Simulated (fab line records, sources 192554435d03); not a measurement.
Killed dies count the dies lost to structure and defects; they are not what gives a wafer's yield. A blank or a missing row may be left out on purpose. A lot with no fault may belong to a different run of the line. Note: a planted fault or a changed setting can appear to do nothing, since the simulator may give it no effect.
fab line records    flow n5_finfet
record lots=7  wafers=39
route steps=1938 shown FIN_SAQP@100 DUMMY_GATE@220 HKMG_FIN@386 MOL_CONTACT_COAG@581 BEOL_M1@753
start_h: hours from the record's opening day to when the first of the lot's shown wafers began    wait_h: how many hours have passed since the lot's step before this one    " the same as in the row above    L1.1+2: a row that stands for several wafers    - no value present, or no start provided    * or withheld: withheld    < > ~ a bound
route shown NAME@n: a module of which the file shows steps, and the number in the route of the first    usual: average and standard deviation across the fault-free wafers    same: alike in all rows    chamber/n: place in a boat    sites: each site's reading    _std_site: the standard deviation of these    _edge_site: the outer-site mean with the inner-site mean subtracted    radius_mm: for every site, how far away it sits from the centre of the wafer    mask NAME#n: copy n    behind: tool/chamber where the wafer was last shaped    hold: why the lot was held/for how many hours/how that ended    device: the n, p or np transistor that did not switch    end of line: tests of these same wafers at the route's end    a step without rows: its recipe alone    killed: not the wafer's yield, but the dies lost to structure and defects at the first sort    map: a wafer's dies, x killed, . not, _ none there
set.NAME: the setting as run; set.NAME@STEP: as run at that earlier step    model.NAME: the simulator's own value behind a step, which no gauge read
lots run with intentionally changed settings; tables by step, rows by wafer
## steps
# step N5_FIN_SAQP_PECVD_06
# recipe material=a-Si  target_thk_a=600  temp_c=400  precursor=SiH4/He  pressure_torr=3  rf_w=100  time_s=48.1
lot.wafer  tool      chamber  start_h  wait_h  set.time_s  model.a-Si_of_FIN_SAQP_PECVD_06.thk_nm
L075.1     pecvd-02  0        27.21    0.0     48.1        59.94
L075.2     "         2        "        "       28.45       35.88
L075.3     "         1        "        "       28.45       34.21
L075.4     "         1        "        "       48.1        59.9
L075.5     "         0        "        "       48.1        60.28
L075.6     "         2        "        "       28.45       35.81
L079.1     pecvd-03  0        51.78    0.0     48.1        60.55
L079.2     "         2        "        "       48.1        60.2
L079.3     "         1        "        "       48.1        60.06
L079.4     "         2        "        "       48.1        60.86
L079.5     "         1        "        "       48.1        60.82
L079.6     "         0        "        "       48.1        60.39
L088.1     pecvd-03  0        106.05   0.0     37.74       46.04
L088.2     "         2        "        "       48.1        58.77
L088.3     "         0        "        "       37.74       46.09
L088.4     "         2        "        "       48.1        59.75
L088.5     "         2        "        "       37.74       46.96
L088.6     "         0        "        "       48.1        60.03
L089.1     pecvd-03  1        112.34   0.0     48.1        60.52
L089.2     "         0        "        "       70.22       87.2
L089.3     "         2        "        "       48.1        60.02
L089.4     "         0        "        "       70.22       89.19
L089.5     "         1        "        "       48.1        60.97
L089.6     "         2        "        "       70.22       89.03
L091.1     pecvd-03  0        124.44   0.0     48.1        59.5
L091.4     "         0        "        "       48.1        60.05
L091.6     "         1        "        "       48.1        59.99
L094.1     pecvd-03  2        142.26   0.0     48.1        59.62
L094.2     "         0        "        "       35.47       43.56
L094.3     "         1        "        "       48.1        59.56
L094.4     "         0        "        "       35.47       44.43
L094.5     "         1        "        "       35.47       43.98
L094.6     "         2        "        "       48.1        59.81
L095.1     pecvd-02  0        147.73   0.0     48.1        59.5
L095.2     "         2        "        "       48.1        58.96
L095.3     "         1        "        "       48.1        59.38
L095.4     "         1        "        "       48.1        58.93
L095.5     "         2        "        "       48.1        59.72
L095.6     "         0        "        "       48.1        59.79
# step N5_FIN_SAQP_THK_MEAS_07
# usual thk_nm=60.0/0.66
lot.wafer  tool           chamber  start_h  wait_h  set.time_s@FIN_SAQP_PECVD_06  thk_nm
L075.1     film_metro-02  -        27.30    0.1     48.1                          59.9
L075.2     "              -        "        "       28.45                         35.9
L075.3     "              -        "        "       28.45                         34.2
L075.4     "              -        "        "       48.1                          59.9
L075.5     "              -        "        "       48.1                          60.3
L075.6     "              -        "        "       28.45                         35.8
L079.1     film_metro-01  -        51.87    0.1     48.1                          60.5
L079.2     "              -        "        "       48.1                          60.2
L079.3     "              -        "        "       48.1                          60.0
L079.4     "              -        "        "       48.1                          60.8
L079.5     "              -        "        "       48.1                          60.9
L079.6     "              -        "        "       48.1                          60.4
L088.1     film_metro-02  -        106.17   0.1     37.74                         46.1
L088.2     "              -        "        "       48.1                          58.8
L088.3     "              -        "        "       37.74                         46.1
L088.4     "              -        "        "       48.1                          59.8
L088.5     "              -        "        "       37.74                         47.0
L088.6     "              -        "        "       48.1                          60.1
L089.1     film_metro-01  -        112.43   0.1     48.1                          60.5
L089.2     "              -        "        "       70.22                         87.3
L089.3     "              -        "        "       48.1                          60.0
L089.4     "              -        "        "       70.22                         89.2
L089.5     "              -        "        "       48.1                          61.0
L089.6     "              -        "        "       70.22                         89.1
L091.1     film_metro-01  -        124.56   0.1     48.1                          59.5
L091.4     "              -        "        "       48.1                          60.0
L091.6     "              -        "        "       48.1                          60.0
L094.1     film_metro-02  -        142.35   0.1     48.1                          59.7
L094.2     "              -        "        "       35.47                         43.6
L094.3     "              -        "        "       48.1                          59.6
L094.4     "              -        "        "       35.47                         44.4
L094.5     "              -        "        "       35.47                         44.0
L094.6     "              -        "        "       48.1                          59.8
L095.1     film_metro-01  -        147.82   0.1     48.1                          59.5
L095.2     "              -        "        "       48.1                          59.0
L095.3     "              -        "        "       48.1                          59.4
L095.4     "              -        "        "       48.1                          59.0
L095.5     "              -        "        "       48.1                          59.7
L095.6     "              -        "        "       48.1                          59.8
# step N5_FIN_SAQP_HM_DEP_72
# recipe material=SiO2  target_thk_a=120  temp_c=400  precursor=SiH4/N2O  pressure_torr=0.75  rf_w=275  time_s=7.2
# step N5_FIN_SAQP_COAT_49
# recipe resist=SOC  temp_c=250  time_s=60  spin_rpm=1500  resist_thk_nm=100
# step N5_FIN_SAQP_ETCH_52
# recipe chemistry=N2/H2  target=SOC  target_depth_a=1000  overetch_a=200  mask_material=SiARC  temp_c=40  time_s=150  ion_energy_ev=200  pressure_mtorr=30  source_w=840  bias_w=150  n2_flow_sccm=200  h2_flow_sccm=200  ends=end_point
# step N5_FIN_SAQP_STRIP_53
# recipe chemistry=N2/H2  temp_c=40  n2_flow_sccm=200  h2_flow_sccm=200  rf_frequency_hz=6e+07
# step N5_FIN_SAQP_HM_OPEN_73
# recipe chemistry=CHF3/O2  target=SiO2  stop_on=a-Si  target_depth_a=120  over_etch_frac=1.8  mask_material=SOC  time_s=16.8  pressure_mtorr=30  source_w=650  bias_w=170  Ar_flow_sccm=200  CHF3_flow_sccm=50  O2_flow_sccm=5  ion_energy_ev=200  ends=end_point
lot.wafer  tool         chamber  start_h  wait_h  set.time_s@FIN_SAQP_PECVD_06  model.a-Si_of_FIN_SAQP_PECVD_06.thk_nm
L075.1     rie_diel-01  0        28.09    0.0     48.1                          59.78
L075.2     "            2        "        "       28.45                         35.88
L075.3     "            1        "        "       28.45                         34.21
L075.4     "            3        "        "       48.1                          59.87
L075.5     "            3        "        "       48.1                          60.26
L075.6     "            0        "        "       28.45                         35.65
L079.1     rie_diel-06  2        52.60    0.0     48.1                          60.45
L079.2     "            3        "        "       48.1                          60.2
L079.3     "            0        "        "       48.1                          60.05
L079.4     "            1        "        "       48.1                          60.72
L079.5     "            0        "        "       48.1                          60.81
L079.6     "            1        "        "       48.1                          60.26
L088.1     rie_diel-01  2        106.82   0.0     37.74                         46.04
L088.2     "            0        "        "       48.1                          58.61
L088.3     "            1        "        "       37.74                         46.09
L088.4     "            3        "        "       48.1                          59.72
L088.5     "            1        "        "       37.74                         46.96
L088.6     "            0        "        "       48.1                          59.86
L089.1     rie_diel-03  2        114.16   0.0     48.1                          60.52
L089.2     "            0        "        "       70.22                         87.15
L089.3     "            3        "        "       48.1                          60.02
L089.4     "            3        "        "       70.22                         89.19
L089.5     "            2        "        "       48.1                          60.97
L089.6     "            0        "        "       70.22                         88.98
L091.1     rie_diel-03  1        125.23   0.0     48.1                          59.45
L091.4     "            3        "        "       48.1                          60.05
L091.6     "            1        "        "       48.1                          59.93
L094.1     rie_diel-06  2        143.58   0.0     48.1                          59.53
L094.2     "            0        "        "       35.47                         43.55
L094.3     "            3        "        "       48.1                          59.56
L094.4     "            1        "        "       35.47                         44.3
L094.5     "            2        "        "       35.47                         43.89
L094.6     "            1        "        "       48.1                          59.68
L095.1     rie_diel-01  0        148.48   0.0     48.1                          59.34
L095.2     "            1        "        "       48.1                          58.96
L095.3     "            3        "        "       48.1                          59.35
L095.4     "            2        "        "       48.1                          58.93
L095.5     "            3        "        "       48.1                          59.69
L095.6     "            0        "        "       48.1                          59.63
# step N5_FIN_SAQP_STRIP_74
# recipe chemistry=CHF3/O2  resist=SiARC  rf_frequency_hz=6e+07
# step N5_FIN_SAQP_MANDREL_ETCH_22
# recipe target_depth_a=600  chemistry=HBr/Cl2  target=a-Si  stop_on=SiNx  bt_time_s=10  over_etch_frac=0.5  time_s=30  pressure_mtorr=10  icp_w=800  bias_w=75  HBr_flow_sccm=150  Cl2_flow_sccm=80  ends=end_point
# usual oes_product_au=0.775/0.015
lot.wafer  tool       chamber  start_h  wait_h  set.time_s@FIN_SAQP_PECVD_06  oes_product_au  model.etch.depth_nm
L075.1     rie_si-05  0        28.17    0.0     48.1                          0.770           59.78
L075.2     "          2        "        "       28.45                         0.584           35.88
L075.3     "          1        "        "       28.45                         0.570           34.21
L075.4     "          3        "        "       48.1                          0.742           59.87
L075.5     "          1        "        "       48.1                          0.773           60.26
L075.6     "          2        "        "       28.45                         0.586           35.65
L079.1     rie_si-05  0        52.70    0.0     48.1                          0.778           60.45
L079.2     "          3        "        "       48.1                          0.747           60.2
L079.3     "          1        "        "       48.1                          0.771           60.05
L079.4     "          2        "        "       48.1                          0.788           60.72
L079.5     "          0        "        "       48.1                          0.777           60.81
L079.6     "          1        "        "       48.1                          0.769           60.26
L088.1     rie_si-04  3        106.91   0.0     37.74                         0.685           46.04
L088.2     "          2        "        "       48.1                          0.778           58.61
L088.3     "          0        "        "       37.74                         0.660           46.09
L088.4     "          1        "        "       48.1                          0.784           59.72
L088.5     "          2        "        "       37.74                         0.686           46.96
L088.6     "          1        "        "       48.1                          0.780           59.86
L089.1     rie_si-04  2        114.24   0.0     48.1                          0.790           60.52
L089.2     "          0        "        "       70.22                         0.973           87.15
L089.3     "          1        "        "       48.1                          0.776           60.02
L089.4     "          3        "        "       70.22                         1.000           88.63
L089.5     "          2        "        "       48.1                          0.802           60.97
L089.6     "          1        "        "       70.22                         1.001           88.98
L091.1     rie_si-04  2        125.31   0.0     48.1                          0.786           59.45
L091.4     "          1        "        "       48.1                          0.783           60.05
L091.6     "          2        "        "       48.1                          0.797           59.93
L094.1     rie_si-05  1        143.67   0.0     48.1                          0.767           59.53
L094.2     "          3        "        "       35.47                         0.617           43.55
L094.3     "          0        "        "       48.1                          0.768           59.56
L094.4     "          2        "        "       35.47                         0.648           44.3
L094.5     "          3        "        "       35.47                         0.626           43.89
L094.6     "          0        "        "       48.1                          0.767           59.68
L095.1     rie_si-04  1        148.56   0.0     48.1                          0.775           59.34
L095.2     "          0        "        "       48.1                          0.755           58.96
L095.3     "          3        "        "       48.1                          0.791           59.35
L095.4     "          2        "        "       48.1                          0.785           58.93
L095.5     "          0        "        "       48.1                          0.758           59.69
L095.6     "          3        "        "       48.1                          0.782           59.63
# step N5_DUMMY_GATE_HM_DEP_06
# recipe material=SiNx  target_thk_a=800  precursor=DCS/NH3  temp_c=700  pressure_mtorr=300  time_s=5141
lot.wafer     tool      chamber  start_h  wait_h  set.time_s  model.SiNx_of_DUMMY_GATE_HM_DEP_06.thk_nm
L075.1+2+3+5  -         -        -        0.0     4063        64
L075.4        "         -        "        "       4063        63.8
L075.6        "         -        "        "       4063        63.6
L079.1        -         -        -        0.0     4331        68.4
L079.2        "         -        "        "       4331        69
L079.3+6      "         -        "        "       4331        69.2
L079.4        "         -        "        "       4331        68.8
L079.5        "         -        "        "       4331        69.4
L088.1        -         -        -        0.0     5141        81.2
L088.2        "         -        "        "       5141        80.6
L088.3+5      "         -        "        "       5141        81
L088.4        "         -        "        "       5141        80.8
L088.6        "         -        "        "       5141        81.4
L089.1        -         -        -        0.0     6697        105.4
L089.2        "         -        "        "       6697        106.4
L089.3+5      "         -        "        "       6697        106.2
L089.4        "         -        "        "       6697        105.2
L089.6        "         -        "        "       6697        105.6
L091.1        lpcvd-02  0/40     144.19   0.0     5141        81.4
L091.4        "         0/54     "        "       5141        81.2
L091.6        "         0/64     "        "       5141        81.8
L094.1+3      -         -        -        0.0     5141        79.4
L094.2+4      "         -        "        "       5141        79.6
L094.5        "         -        "        "       5141        79.2
L094.6        "         -        "        "       5141        79.8
L095.1        -         -        -        0.0     5141        80.6
L095.2        "         -        "        "       5141        80.4
L095.3+5+6    "         -        "        "       5141        80.2
L095.4        "         -        "        "       5141        80.8
# step N5_HKMG_FIN_HK_ALD_01
# recipe material=HfO2  target_thk_a=16  temp_c=withheld  ald_precursor_family=HfCl4  ald_co_reactant=H2O  pulse_time_s=3  purge_time_s=3  co_reactant_purge_time_s=2.5  co_reactant_pulse_time_s=0.3  ald_cycles=30
lot.wafer         tool       chamber      start_h  wait_h  set.ald_cycles  model.HfO2_of_HKMG_FIN_HK_ALD_01.thk_nm
L075.1+2+3+4+5+6  ald_hk-03  2,0,3,1,2,3  74.73    0.0     30              1.6
L079.1+4+6        ald_hk-02  1,3,3        102.09   0.0     30              1.6
L079.2+3+5        "          0,2,0        "        "       16              0.8
L088.1+2+3+4+5+6  ald_hk-02  2,0,3,1,3,2  152.96   0.0     30              1.6
L089.1+2+4        ald_hk-03  0,2,3        167.11   0.0     30              1.6
L089.3+5+6        "          1,3,2        "        "       20              1
L091.1+4+6        ald_hk-01  0,3,1        176.01   0.0     30              1.6
L094.1+3          ald_hk-03  0,2          193.18   0.1     43              2.4
L094.2+5+6        "          1,0,3        "        "       30              1.6
L094.4            "          3            "        "       43              2.2
L095.1+3+4        ald_hk-03  2,3,0        199.91   0.1     30              1.6
L095.2+5+6        "          1,2,3        "        "       37              2
# step N5_HKMG_FIN_HK_ANNEAL_02
# recipe temp_c=700  time_s=30  ambient=N2  idle_temp_c=600  ramp_up_c_per_s=150  ramp_down_c_per_s=60  cool_to_c=600
# step N5_HKMG_FIN_ALD_74
# recipe material=La2O3  target_thk_a=5  temp_c=250  ald_precursor_family=La-Cp  ald_co_reactant=O3  pulse_time_s=6  co_reactant_pulse_time_s=1  purge_time_s=3  co_reactant_purge_time_s=3
# step N5_HKMG_FIN_WET_ETCH_82
# recipe chemistry=dHCl  mix=1:10000  temp_c=25  target=La2O3  stop_on=HfO2  target_depth_nm=2  dry=ipa_marangoni  rinse_time_s=30  rinse_temp_c=23
# step N5_HKMG_FIN_ALD_36
# recipe material=TiN  target_thk_a=10  temp_c=400  ald_precursor_family=TiCl4  ald_co_reactant=NH3  pulse_time_s=1  purge_time_s=3  co_reactant_purge_time_s=2  co_reactant_pulse_time_s=2  ald_cycles=47  pressure_torr=3
# step N5_HKMG_FIN_THK_MEAS_70
# recipe thk_meas_gauge=xrf  reads=HfO2_of_HKMG_FIN_HK_ALD_01
# usual HK_THK=1.567/0.021
lot.wafer  tool           chamber  start_h  wait_h  set.ald_cycles@HKMG_FIN_HK_ALD_01  HK_THK[nm]
L075.1     film_metro-02  -        78.48    0.2     30                                 1.518
L075.2     "              -        "        "       30                                 1.590
L075.3     "              -        "        "       30                                 1.553
L075.4     "              -        "        "       30                                 1.563
L075.5     "              -        "        "       30                                 1.528
L075.6     "              -        "        "       30                                 1.544
L079.1     film_metro-01  -        105.72   0.2     30                                 1.572
L079.2     "              -        "        "       16                                 0.838
L079.3     "              -        "        "       16                                 0.855
L079.4     "              -        "        "       30                                 1.553
L079.5     "              -        "        "       16                                 0.853
L079.6     "              -        "        "       30                                 1.544
L088.1     film_metro-02  -        156.58   0.2     30                                 1.617
L088.2     "              -        "        "       30                                 1.565
L088.3     "              -        "        "       30                                 1.557
L088.4     "              -        "        "       30                                 1.573
L088.5     "              -        "        "       30                                 1.573
L088.6     "              -        "        "       30                                 1.631
L089.1     film_metro-01  -        170.75   0.2     30                                 1.560
L089.2     "              -        "        "       30                                 1.570
L089.3     "              -        "        "       20                                 1.032
L089.4     "              -        "        "       30                                 1.559
L089.5     "              -        "        "       20                                 1.038
L089.6     "              -        "        "       20                                 1.051
L091.1     film_metro-01  -        179.59   0.2     30                                 1.568
L091.4     "              -        "        "       30                                 1.573
L091.6     "              -        "        "       30                                 1.561
L094.1     film_metro-02  -        197.17   0.2     43                                 2.241
L094.2     "              -        "        "       30                                 1.540
L094.3     "              -        "        "       43                                 2.260
L094.4     "              -        "        "       43                                 2.211
L094.5     "              -        "        "       30                                 1.555
L094.6     "              -        "        "       30                                 1.506
L095.1     film_metro-01  -        203.79   0.2     30                                 1.575
L095.2     "              -        "        "       37                                 1.923
L095.3     "              -        "        "       30                                 1.556
L095.4     "              -        "        "       30                                 1.593
L095.5     "              -        "        "       37                                 1.923
L095.6     "              -        "        "       37                                 1.914
# step N5_MOL_CONTACT_COAG_ETCH_91
# recipe chemistry=N2/H2  target=SOC  target_depth_a=600  overetch_a=210  mask_material=SiARC  temp_c=40  time_s=101.2  ion_energy_ev=200  pressure_mtorr=30  source_w=840  bias_w=150  n2_flow_sccm=200  h2_flow_sccm=200
lot.wafer   tool         chamber  start_h  wait_h  set.target_depth_a  model.SiARC_of_MOL_CONTACT_COAG_COAT_76.thk_nm
L075.1+6    rie_diel-03  2,3      104.64   0.0     600                 6
L075.2      "            0        "        "       600                 5.8
L075.3+4    "            3,2      "        "       474.7               6.6
L075.5      "            0        "        "       474.7               6.4
L079.1+6    rie_diel-01  1,2      128.76   0.0     955.3               4.4
L079.2+4    "            0,3      "        "       600                 5.8
L079.3      "            2        "        "       600                 6
L079.5      "            3        "        "       955.3               4
L088.1      rie_diel-06  1        182.85   0.0     704.1               5
L088.2+4    "            0,3      "        "       704.1               5.4
L088.3      "            2        "        "       600                 5.6
L088.5+6    "            0,1      "        "       600                 5.8
L089.1      rie_diel-06  3        195.55   0.0     348.9               7.2
L089.2+5    "            2        "        "       600                 5.4
L089.3      "            0        "        "       600                 5.8
L089.4+6    "            1        "        "       348.9               7
L091.1      rie_diel-03  0        203.50   0.0     600                 5.8
L091.4      "            1        "        "       600                 5.6
L091.6      "            3        "        "       600                 6
L094.1+2+5  rie_diel-01  1,2,1    221.38   0.0     600                 6
L094.3+6    "            0        "        "       600                 5.6
L094.4      "            3        "        "       600                 5.8
L095.1      rie_diel-06  2        229.05   0.0     293                 7.2
L095.2+4    "            3,0      "        "       293                 7.4
L095.3      "            1        "        "       600                 5.6
L095.5      "            2        "        "       600                 5.4
L095.6      "            3        "        "       600                 6
# step N5_BEOL_M1_PECVD_72
# recipe material=SiO2  target_thk_a=160  temp_c=400  precursor=TEOS/O2  pressure_torr=5.5  rf_w=450  teos_flow_sccm=53.8  gas=O2  flow_sccm=3000  time_s=18
lot.wafer   tool      chamber  start_h  wait_h  set.time_s  model.SiO2_of_BEOL_M1_PECVD_72.thk_nm
L075.1+2+4  pecvd-01  0,1,2    158.74   0.0     18          16.2
L075.3      "         2        "        "       18          16
L075.5      "         1        "        "       18          16.6
L075.6      "         0        "        "       18          16.4
L079.1      pecvd-03  0        161.59   0.0     21.82       19
L079.2+6    "         2        "        "       18          16
L079.3      "         1        "        "       18          15.8
L079.4      "         1        "        "       21.82       19.2
L079.5      "         0        "        "       21.82       19.4
L088.1+3    pecvd-02  1,2      203.16   0.0     22.33       19.6
L088.2      "         0        "        "       22.33       19.8
L088.4      "         0        "        "       18          16.4
L088.5      "         2        "        "       18          16
L088.6      "         1        "        "       18          16.2
L089.1+2    pecvd-01  1,0      215.45   0.0     18          16
L089.3+4+5  "         0,1,0    "        "       18          16.2
L089.6      "         1        "        "       18          16.6
L091.1+6    pecvd-03  1,0      232.60   0.0     18          15.8
L091.4      "         2        "        "       18          16.2
L094.1+2    pecvd-03  0,1      243.09   0.0     18          15.4
L094.3+4    "         0,1      "        "       18          15.8
L094.5      "         1        "        "       18          15.6
L094.6      "         0        "        "       18          16
L095.1      pecvd-01  1        250.38   0.0     18          16
L095.2      "         0        "        "       11.34       10.2
L095.3      "         2        "        "       11.34       10
L095.4+5    "         1,0      "        "       18          16.2
L095.6      "         2        "        "       11.34       10.4
## key
split step=N5_FIN_SAQP_PECVD_06  setting=time_s  stated=48.1  by=wafer
response step=N5_FIN_SAQP_PECVD_06  reading=model.a-Si_of_FIN_SAQP_PECVD_06.thk_nm  change=+0.606  per=1%  r=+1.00
response step=N5_FIN_SAQP_THK_MEAS_07  reading=thk_nm  change=*  per=1%  r=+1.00
response step=N5_FIN_SAQP_HM_OPEN_73  reading=model.a-Si_of_FIN_SAQP_PECVD_06.thk_nm  change=+0.605  per=1%  r=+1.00
response step=N5_FIN_SAQP_MANDREL_ETCH_22  reading=oes_product_au  change=+0.00457  per=1%  r=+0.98
response step=N5_FIN_SAQP_MANDREL_ETCH_22  reading=model.etch.depth_nm  change=+0.603  per=1%  r=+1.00
split step=N5_DUMMY_GATE_HM_DEP_06  setting=time_s  stated=5141  by=lot
response step=N5_DUMMY_GATE_HM_DEP_06  reading=model.SiNx_of_DUMMY_GATE_HM_DEP_06.thk_nm  change=+0.809  per=1%  r=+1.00
split step=N5_HKMG_FIN_HK_ALD_01  setting=ald_cycles  stated=30  by=wafer
response step=N5_HKMG_FIN_HK_ALD_01  reading=model.HfO2_of_HKMG_FIN_HK_ALD_01.thk_nm  change=+0.0172  per=1%  r=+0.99
response step=N5_HKMG_FIN_THK_MEAS_70  reading=HK_THK  change=+0.0156  per=1%  r=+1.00
split step=N5_MOL_CONTACT_COAG_ETCH_91  setting=target_depth_a  stated=600  by=wafer
response step=N5_MOL_CONTACT_COAG_ETCH_91  reading=model.SiARC_of_MOL_CONTACT_COAG_COAT_76.thk_nm  change=-0.0307  per=1%  r=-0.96
split step=N5_BEOL_M1_PECVD_72  setting=time_s  stated=18  by=wafer
response step=N5_BEOL_M1_PECVD_72  reading=model.SiO2_of_BEOL_M1_PECVD_72.thk_nm  change=+0.155  per=1%  r=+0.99
